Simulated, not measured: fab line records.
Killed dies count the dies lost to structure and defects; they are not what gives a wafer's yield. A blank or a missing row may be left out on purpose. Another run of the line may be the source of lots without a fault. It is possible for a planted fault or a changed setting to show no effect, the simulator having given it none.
What tool caused it? + flow n5-finfet + Sampling: 14 lots, 42 wafers, 7 of 1938 route steps

== WHAT THE GAUGES SHOWED, per wafer ==
N5_BEOL_M11_CD_MEAS_18: pitch 140 nm, target cd 70 nm.
| lot  | measured     | on        | cd-nm (nm)     |
|------|--------------|-----------|----------------|
| L583 | day 10 05:50 | cd-sem-01 | 70.6 70.1 70.2 |
| L585 | day 10 11:49 | cd-sem-02 | 69.2 68.6 69.2 |
| L586 | day 11 03:14 | cd-sem-01 | 69.7 70.1 69.8 |
| L587 | day 11 15:01 | cd-sem-01 | 70.3 69.9 69.4 |
| L588 | day 11 19:30 | cd-sem-01 | 71.0 70.3 70.7 |
| L589 | day 12 00:11 | cd-sem-01 | 71.3 70.6 70.1 |
| L590 | day 12 12:49 | cd-sem-02 | 70.1 69.9 69.6 |
| L591 | day 12 15:37 | cd-sem-01 | 69.9 70.2 69.9 |
| L592 | day 12 20:01 | cd-sem-01 | 70.8 70.8 69.9 |
| L595 | day 12 21:35 | cd-sem-01 | 69.8 69.3 69.6 |
| L593 | day 13 03:42 | cd-sem-03 | 69.4 69.2 70.3 |
| L594 | day 13 05:02 | cd-sem-01 | 69.3 69.5 69.8 |
| L598 | day 14 00:52 | cd-sem-02 | - - -          |
| L597 | day 14 01:01 | cd-sem-01 | - - -          |

== WHICH TOOL RAN EACH LOT (tool, then ch and the chambers of the sampled wafers, then the start) ==
| lot  | N5_BEOL_M10_STRIP_36               | N5_BEOL_M10_DEGAS_44         | N5_BEOL_M11_DESCUM_16              | N5_BEOL_M11_ETCH_61                | N5_BEOL_M11_ETCH_62                | N5_BEOL_M11_HM_OPEN_17            |
|------|------------------------------------|------------------------------|------------------------------------|------------------------------------|------------------------------------|-----------------------------------|
| L583 | rie-diel-06 ch 2,3, day 10 01:04   | pvd-sputter-01, day 10 01:55 | rie-diel-03 ch 0,1,3, day 10 05:17 | rie-diel-03 ch 0,1,3, day 10 05:19 | rie-diel-03 ch 0,1,3, day 10 05:22 | rie-metal-02 ch 1, day 10 05:34   |
| L585 | rie-diel-06 ch 0,2,3, day 10 06:55 | pvd-sputter-03, day 10 07:58 | rie-diel-03 ch 1,2,3, day 10 11:16 | rie-diel-03 ch 1,2,3, day 10 11:17 | rie-diel-03 ch 1,2,3, day 10 11:20 | rie-metal-03 ch 1, day 10 11:34   |
| L586 | rie-diel-04 ch 0,1,3, day 10 21:10 | pvd-sputter-01, day 10 23:13 | rie-diel-01 ch 0,3, day 11 02:47   | rie-diel-01 ch 0,3, day 11 02:49   | rie-diel-01 ch 0,3, day 11 02:52   | rie-metal-01 ch 0,1, day 11 03:05 |
| L587 | rie-diel-04 ch 1,2, day 11 07:26   | pvd-sputter-03, day 11 08:31 | rie-diel-03 ch 0,3, day 11 14:28   | rie-diel-03 ch 0,3, day 11 14:30   | rie-diel-03 ch 0,3, day 11 14:33   | rie-metal-01 ch 0,1, day 11 14:44 |
| L588 | rie-diel-04 ch 1,2, day 11 13:19   | pvd-sputter-03, day 11 14:09 | rie-diel-01 ch 0,3, day 11 19:03   | rie-diel-01 ch 0,3, day 11 19:05   | rie-diel-01 ch 0,3, day 11 19:08   | rie-metal-02 ch 0,1, day 11 19:19 |
| L589 | rie-diel-02 ch 0,1,3, day 11 16:08 | pvd-sputter-02, day 11 17:20 | rie-diel-01 ch 1,2,3, day 11 23:44 | rie-diel-01 ch 1,2,3, day 11 23:46 | rie-diel-01 ch 1,2,3, day 11 23:49 | rie-metal-02 ch 1, day 12 00:00   |
| L590 | rie-diel-06 ch 0,2,3, day 12 07:13 | pvd-sputter-03, day 12 08:04 | rie-diel-03 ch 0,1,3, day 12 12:22 | rie-diel-03 ch 0,1,3, day 12 12:25 | rie-diel-03 ch 0,1,3, day 12 12:30 | rie-metal-02 ch 0,1, day 12 12:39 |
| L591 | rie-diel-04 ch 0,2, day 12 07:25   | pvd-sputter-02, day 12 08:32 | rie-diel-01 ch 0,1,2, day 12 15:04 | rie-diel-01 ch 0,1,2, day 12 15:06 | rie-diel-01 ch 0,1,2, day 12 15:09 | rie-metal-03 ch 0,1, day 12 15:20 |
| L592 | rie-diel-04 ch 0,1,3, day 12 13:38 | pvd-sputter-03, day 12 14:32 | rie-diel-01 ch 0,1,2, day 12 19:01 | rie-diel-01 ch 0,1,2, day 12 19:02 | rie-diel-01 ch 0,1,2, day 12 19:05 | rie-metal-02 ch 0,1, day 12 19:17 |
| L595 | rie-diel-02 ch 1,2,3, day 12 15:34 | pvd-sputter-03, day 12 16:21 | rie-diel-03 ch 0,1,2, day 12 21:01 | rie-diel-03 ch 0,1,2, day 12 21:03 | rie-diel-03 ch 0,1,2, day 12 21:06 | rie-metal-03 ch 0,1, day 12 21:18 |
| L593 | rie-diel-04 ch 0,2,3, day 12 22:29 | pvd-sputter-03, day 12 23:22 | rie-diel-03 ch 0,1,2, day 13 03:13 | rie-diel-03 ch 0,1,2, day 13 03:16 | rie-diel-03 ch 0,1,2, day 13 03:19 | rie-metal-03 ch 0,1, day 13 03:29 |
| L594 | rie-diel-04 ch 0,3, day 12 22:57   | pvd-sputter-02, day 12 23:47 | rie-diel-03 ch 0,1,3, day 13 04:10 | rie-diel-03 ch 0,1,3, day 13 04:11 | rie-diel-03 ch 0,1,3, day 13 04:14 | rie-metal-03 ch 0,1, day 13 04:26 |
| L598 | rie-diel-04 ch 0,1,2, day 13 17:16 | pvd-sputter-01, day 13 18:02 | rie-diel-01 ch 2,3, day 14 00:24   | rie-diel-01 ch 2,3, day 14 00:26   | rie-diel-01 ch 2,3, day 14 00:29   | rie-metal-03 ch 0,1, day 14 00:42 |
| L597 | rie-diel-06 ch 2,3, day 13 17:31   | pvd-sputter-01, day 13 18:26 | rie-diel-03 ch 0,2,3, day 14 00:34 | rie-diel-03 ch 0,2,3, day 14 00:35 | rie-diel-03 ch 0,2,3, day 14 00:38 | rie-metal-03 ch 0,1, day 14 00:50 |
- N5_BEOL_M10_STRIP_36: strips in N2/H2.
- N5_BEOL_M10_DEGAS_44: time 60 s.
- N5_BEOL_M11_DESCUM_16: chemistry O2, time 7.9 s.
- N5_BEOL_M11_ETCH_61: etches SiARC in CF4, target depth 39 nm, time 65 s.
- N5_BEOL_M11_ETCH_62: etches SOC in N2/H2, target depth 110 nm, overetch 22 nm, time 165 s.
- N5_BEOL_M11_HM_OPEN_17: chemistry Cl2/BCl3, target TiN, target depth 20 nm, overetch 6 nm.

== WHAT THE TOOLS THEMSELVES READ (means of the sampled wafers that have a number; where no wafer has one, the mark that the record gives instead) ==
N5_BEOL_M10_STRIP_36.
| lot  | tool        | drypump-motor-current-A (A) | oes-product-au (a.u.) | rf-vpp-V (V) | showerhead-plenum-p-Torr (Torr) | throttle-valve-pct (%) |
|------|-------------|-----------------------------|-----------------------|--------------|---------------------------------|------------------------|
| L583 | rie-diel-06 | 5.4                         | 0.75                  | 60.0         | 2.50                            | 23.86                  |
| L585 | rie-diel-06 | 5.6                         | 0.74                  | 61.5         | 2.50                            | 23.74                  |
| L586 | rie-diel-04 | 5.7                         | 0.77                  | 60.7         | 2.54                            | 23.58                  |
| L587 | rie-diel-04 | 5.3                         | 0.80                  | 61.0         | 2.54                            | 23.61                  |
| L588 | rie-diel-04 | 5.2                         | 0.80                  | 57.7         | 2.54                            | 23.60                  |
| L589 | rie-diel-02 | 5.9                         | 0.88                  | 59.7         | 2.62                            | 23.51                  |
| L590 | rie-diel-06 | 5.6                         | 0.84                  | 60.3         | 2.49                            | 23.63                  |
| L591 | rie-diel-04 | 5.5                         | 0.82                  | 60.3         | 2.56                            | 23.32                  |
| L592 | rie-diel-04 | 5.7                         | 0.74                  | 58.8         | 2.53                            | 23.62                  |
| L595 | rie-diel-02 | 5.8                         | 0.83                  | 58.2         | 2.57                            | 23.69                  |
| L593 | rie-diel-04 | 5.6                         | 0.80                  | 58.5         | 2.55                            | 23.40                  |
| L594 | rie-diel-04 | 6.0                         | 0.77                  | 57.7         | 2.55                            | 23.30                  |
| L598 | rie-diel-04 | 5.6                         | 0.76                  | 61.8         | 2.54                            | 23.47                  |
| L597 | rie-diel-06 | 5.4                         | 0.90                  | 58.7         | 2.49                            | 23.63                  |

N5_BEOL_M10_DEGAS_44.
| lot  | tool           | heater-power-w (W) |
|------|----------------|--------------------|
| L583 | pvd-sputter-01 | 330                |
| L585 | pvd-sputter-03 | 321                |
| L586 | pvd-sputter-01 | 372                |
| L587 | pvd-sputter-03 | 344                |
| L588 | pvd-sputter-03 | 314                |
| L589 | pvd-sputter-02 | 368                |
| L590 | pvd-sputter-03 | 327                |
| L591 | pvd-sputter-02 | 373                |
| L592 | pvd-sputter-03 | 310                |
| L595 | pvd-sputter-03 | 314                |
| L593 | pvd-sputter-03 | 333                |
| L594 | pvd-sputter-02 | 337                |
| L598 | pvd-sputter-01 | 348                |
| L597 | pvd-sputter-01 | 339                |

N5_BEOL_M11_DESCUM_16.
| lot  | tool        | drypump-motor-current-A (A) | oes-product-au (a.u.) | rf-vpp-V (V) | showerhead-plenum-p-Torr (Torr) | throttle-valve-pct (%) |
|------|-------------|-----------------------------|-----------------------|--------------|---------------------------------|------------------------|
| L583 | rie-diel-03 | 6.2                         | 0.80                  | 243.9        | 2.11                            | 20.29                  |
| L585 | rie-diel-03 | 5.9                         | 0.78                  | 244.0        | 2.14                            | 20.37                  |
| L586 | rie-diel-01 | 5.3                         | 0.88                  | 243.5        | 2.12                            | 20.21                  |
| L587 | rie-diel-03 | 6.2                         | 0.84                  | 242.8        | 2.10                            | 20.28                  |
| L588 | rie-diel-01 | 5.3                         | 0.87                  | 244.2        | 2.12                            | 20.20                  |
| L589 | rie-diel-01 | 5.5                         | 0.86                  | 242.8        | 2.09                            | 20.23                  |
| L590 | rie-diel-03 | 6.2                         | 0.78                  | 243.9        | 2.10                            | 20.33                  |
| L591 | rie-diel-01 | 5.7                         | 0.78                  | 243.1        | 2.08                            | 20.36                  |
| L592 | rie-diel-01 | 5.7                         | 0.79                  | 242.8        | 2.08                            | 20.37                  |
| L595 | rie-diel-03 | 6.0                         | 0.73                  | 243.1        | 2.08                            | 20.34                  |
| L593 | rie-diel-03 | 5.9                         | 0.72                  | 243.8        | 2.08                            | 20.34                  |
| L594 | rie-diel-03 | 6.2                         | 0.77                  | 243.8        | 2.10                            | 20.34                  |
| L598 | rie-diel-01 | 5.3                         | 0.86                  | 242.6        | 2.09                            | 20.15                  |
| L597 | rie-diel-03 | 6.0                         | 0.76                  | 243.0        | 2.07                            | 20.33                  |

N5_BEOL_M11_ETCH_61.
| lot  | tool        | bias-w (W) | cf4-flow-sccm (sccm) | drypump-motor-current-A (A) | etch-rf-on-time-s (s) | mfc-ar-sccm (sccm) | oes-product-au (a.u.) | rf-vpp-V (V) | showerhead-plenum-p-Torr (Torr) | throttle-valve-pct (%) |
|------|-------------|------------|----------------------|-----------------------------|-----------------------|--------------------|-----------------------|--------------|---------------------------------|------------------------|
| L583 | rie-diel-03 | 35.95      | 99.86                | 6.2                         | 65.5                  | 99.69              | 0.68                  | 184.5        | 2.16                            | 15.47                  |
| L585 | rie-diel-03 | 35.99      | 100.03               | 5.9                         | 65.2                  | 99.99              | 0.67                  | 184.6        | 2.18                            | 15.54                  |
| L586 | rie-diel-01 | 35.95      | 100.02               | 5.3                         | 63.4                  | 100.02             | 0.76                  | 184.5        | 2.17                            | 15.39                  |
| L587 | rie-diel-03 | 35.94      | 99.98                | 6.2                         | 65.7                  | 100.16             | 0.71                  | 183.4        | 2.13                            | 15.41                  |
| L588 | rie-diel-01 | 35.91      | 100.07               | 5.3                         | 63.6                  | 99.86              | 0.76                  | 184.2        | 2.17                            | 15.39                  |
| L589 | rie-diel-01 | 36.03      | 100.21               | 5.5                         | 63.8                  | 100.18             | 0.74                  | 183.9        | 2.14                            | 15.40                  |
| L590 | rie-diel-03 | 36.05      | 100.20               | 6.2                         | 65.8                  | 99.80              | 0.66                  | 184.7        | 2.15                            | 15.51                  |
| L591 | rie-diel-01 | 36.10      | 99.83                | 5.7                         | 64.6                  | 100.12             | 0.67                  | 183.4        | 2.13                            | 15.53                  |
| L592 | rie-diel-01 | 35.99      | 100.20               | 5.7                         | 64.4                  | 99.85              | 0.67                  | 183.4        | 2.12                            | 15.54                  |
| L595 | rie-diel-03 | 35.89      | 100.07               | 5.9                         | 65.1                  | 100.20             | 0.63                  | 184.0        | 2.14                            | 15.57                  |
| L593 | rie-diel-03 | 35.89      | 100.11               | 6.0                         | 65.3                  | 99.97              | 0.62                  | 183.7        | 2.14                            | 15.58                  |
| L594 | rie-diel-03 | 36.03      | 99.98                | 6.2                         | 66.2                  | 99.73              | 0.65                  | 184.1        | 2.15                            | 15.53                  |
| L598 | rie-diel-01 | -          | -                    | -                           | -                     | -                  | -                     | -            | -                               | -                      |
| L597 | rie-diel-03 | -          | -                    | -                           | -                     | -                  | -                     | -            | -                               | -                      |

N5_BEOL_M11_ETCH_62.
| lot  | tool        | bias-w (W) | chamber-pressure-mTorr (mTorr) | drypump-motor-current-A (A) | oes-product-au (a.u.) | rf-vpp-V (V) | showerhead-plenum-p-Torr (Torr) | throttle-valve-pct (%) |
|------|-------------|------------|--------------------------------|-----------------------------|-----------------------|--------------|---------------------------------|------------------------|
| L583 | rie-diel-03 | 150.1      | 30.00                          | 6.2                         | 0.68                  | 523.8        | 2.56                            | 17.67                  |
| L585 | rie-diel-03 | 149.9      | 30.02                          | 6.0                         | 0.66                  | 525.2        | 2.59                            | 17.82                  |
| L586 | rie-diel-01 | 150.3      | 29.99                          | 5.3                         | 0.75                  | 525.1        | 2.58                            | 17.65                  |
| L587 | rie-diel-03 | 149.8      | 30.02                          | 6.2                         | 0.71                  | 523.8        | 2.54                            | 17.62                  |
| L588 | rie-diel-01 | 149.9      | 29.98                          | 5.3                         | 0.74                  | 525.2        | 2.58                            | 17.64                  |
| L589 | rie-diel-01 | 150.0      | 30.00                          | 5.5                         | 0.72                  | 523.8        | 2.54                            | 17.57                  |
| L590 | rie-diel-03 | 150.5      | 30.02                          | 6.2                         | 0.66                  | 523.9        | 2.55                            | 17.72                  |
| L591 | rie-diel-01 | 150.3      | 29.97                          | 5.7                         | 0.67                  | 523.4        | 2.52                            | 17.71                  |
| L592 | rie-diel-01 | 150.2      | 29.98                          | 5.7                         | 0.66                  | 523.1        | 2.52                            | 17.71                  |
| L595 | rie-diel-03 | 149.8      | 29.98                          | 5.9                         | 0.62                  | 521.8        | 2.54                            | 17.80                  |
| L593 | rie-diel-03 | 149.9      | 30.00                          | 5.9                         | 0.63                  | 523.3        | 2.54                            | 17.81                  |
| L594 | rie-diel-03 | 150.1      | 30.00                          | 6.2                         | 0.65                  | 524.3        | 2.55                            | 17.72                  |
| L598 | rie-diel-01 | 149.9      | 30.00                          | 5.3                         | 0.32                  | 524.5        | 2.54                            | 17.48                  |
| L597 | rie-diel-03 | 150.3      | 29.99                          | 5.9                         | 0.29                  | 524.0        | 2.51                            | 17.69                  |

N5_BEOL_M11_HM_OPEN_17.
| lot  | tool         | bias-w (W) | drypump-motor-current-A (A) | mfc-ar-sccm (sccm) | oes-product-au (a.u.) | throttle-valve-pct (%) |
|------|--------------|------------|-----------------------------|--------------------|-----------------------|------------------------|
| L583 | rie-metal-02 | 125.4      | 5.82                        | 25.03              | 0.62                  | 22.20                  |
| L585 | rie-metal-03 | 125.9      | 6.13                        | 25.03              | 0.70                  | 22.02                  |
| L586 | rie-metal-01 | 126.0      | 6.18                        | 25.06              | 0.61                  | 22.20                  |
| L587 | rie-metal-01 | 126.3      | 5.95                        | 25.01              | 0.57                  | 22.19                  |
| L588 | rie-metal-02 | 125.8      | 5.91                        | 24.88              | 0.68                  | 22.25                  |
| L589 | rie-metal-02 | 126.2      | 5.84                        | 24.87              | 0.61                  | 22.22                  |
| L590 | rie-metal-02 | 126.0      | 6.01                        | 25.08              | 0.74                  | 22.29                  |
| L591 | rie-metal-03 | 125.9      | 6.03                        | 25.02              | 0.74                  | 22.13                  |
| L592 | rie-metal-02 | 125.7      | 5.91                        | 24.99              | 0.67                  | 22.26                  |
| L595 | rie-metal-03 | 125.8      | 6.02                        | 25.03              | 0.73                  | 22.13                  |
| L593 | rie-metal-03 | 125.5      | 6.03                        | 24.99              | 0.72                  | 22.15                  |
| L594 | rie-metal-03 | 126.1      | 5.88                        | 24.96              | 0.77                  | 22.25                  |
| L598 | rie-metal-03 | 125.8      | 5.99                        | 24.99              | 0.32                  | 22.81                  |
| L597 | rie-metal-03 | 126.1      | 6.03                        | 25.00              | 0.31                  | 22.80                  |

== THE ANSWER, worked out from the rows above alone ==
Rule: the usual values come from the lots themselves. Put in order of their means at a reading, lots are off if they are a third of the lots or fewer, leave a main group of 4 or more, and stand apart from it by a gap of 3 or more times the standard deviation of the main group's means; of several such gaps the widest counts. A main group whose means are all the same, to the digits that the tables above print for the reading, isn't used. Also off: a lot with no number at a reading for which 4 or more lots have one. The other lots that the step has rows for count as sound. After the gauges, taken in route order, come the tools' own readings; for these a lot's mean is taken, as printed above. At the first step where some lot is off, the reading lying furthest off is the one used; lots without a number count as furthest.
Off, at N5_BEOL_M11_CD_MEAS_18 on cd-nm: L598, L597. Without a number there: L598, L597. Main group: mean 70.0 nm, sd 0.48.
If a tool, at a process step before that reading, ran all the lots that are off and no sound lot after the first of them, it fits. The gauges at N5_BEOL_M11_CD_MEAS_18 aren't tried: what is off there is off at N5_BEOL_M11_ETCH_61 too, on other tools, and a gauge's error can't cause that. This does not decide it: 2 tools fit, namely pvd-sputter-01 at N5_BEOL_M10_DEGAS_44 and rie-metal-03 at N5_BEOL_M11_HM_OPEN_17.

== WHAT THE SIMULATOR HAD INSERTED ==
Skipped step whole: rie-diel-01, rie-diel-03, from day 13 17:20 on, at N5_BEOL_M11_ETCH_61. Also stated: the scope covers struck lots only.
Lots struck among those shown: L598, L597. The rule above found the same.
